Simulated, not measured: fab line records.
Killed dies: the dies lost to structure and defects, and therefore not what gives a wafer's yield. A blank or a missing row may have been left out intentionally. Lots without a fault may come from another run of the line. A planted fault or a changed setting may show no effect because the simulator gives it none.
Matching of chambers | flow nand_harc | 3 sister chambers for NHARC_P_M1_PRE_CLEAN_32 on pecvd-03
The step time 12 s. 16 wafers are shown with their chamber, then 8 later ones without.

## WAFERS WITH THEIR CHAMBER
wafer  | chamber | heater_power_w (W)
L850.1 | 2       | 793
L850.3 | 1       | 452
L850.4 | 0       | 597
L851.2 | 0       | 549
L851.5 | 0       | 579
L851.6 | 1       | 541
L857.1 | 1       | 519
L857.2 | 2       | 702
L857.4 | 2       | 685
L862.2 | 0       | 604
L862.4 | 1       | 519
L862.6 | 0       | 586
L863.1 | 2       | 676
L863.3 | 0       | 595
L863.4 | 1       | 534
L868.2 | 0       | 611

SIGNATURES (means of the wafers above)
reading        | chamber 0 | chamber 1 | chamber 2 | scatter within a chamber
heater_power_w | 588.71    | 513.00    | 714.00    | 35.3
Rule: distance of a wafer from a chamber = root of the sum over the readings of ((wafer's reading minus chamber's mean) / reading's scatter) squared. If the next closest chamber is less than 2 further off than the closest, the wafer can't be placed; otherwise it belongs to the closest. The scatter: take each reading less its chamber's mean, square it, sum over the shown wafers, divide by the number of wafers less the number of chambers, and take the root.

## WAFERS WITH NO CHAMBER GIVEN
wafer  | heater_power_w (W)
L868.3 | 647
L868.6 | 538
L871.1 | 556
L871.3 | 557
L871.6 | 629
L872.2 | 690
L872.5 | 616
L872.6 | 723

## WHICH CHAMBER EACH WENT THROUGH
wafer  | from the rows above     | in truth
L868.3 | can't be placed: 0 or 2 | 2
L868.6 | can't be placed: 1 or 0 | 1
L871.1 | can't be placed: 0 or 1 | 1
L871.3 | can't be placed: 0 or 1 | 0
L871.6 | can't be placed: 0 or 2 | 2
L872.2 | 2                       | 2
L872.5 | 0                       | 0
L872.6 | 2                       | 2
Correctly placed: 3 of 8. Can't be placed from these rows: 5 (the true chamber is among the candidates in 5). Number placed wrongly: 0.
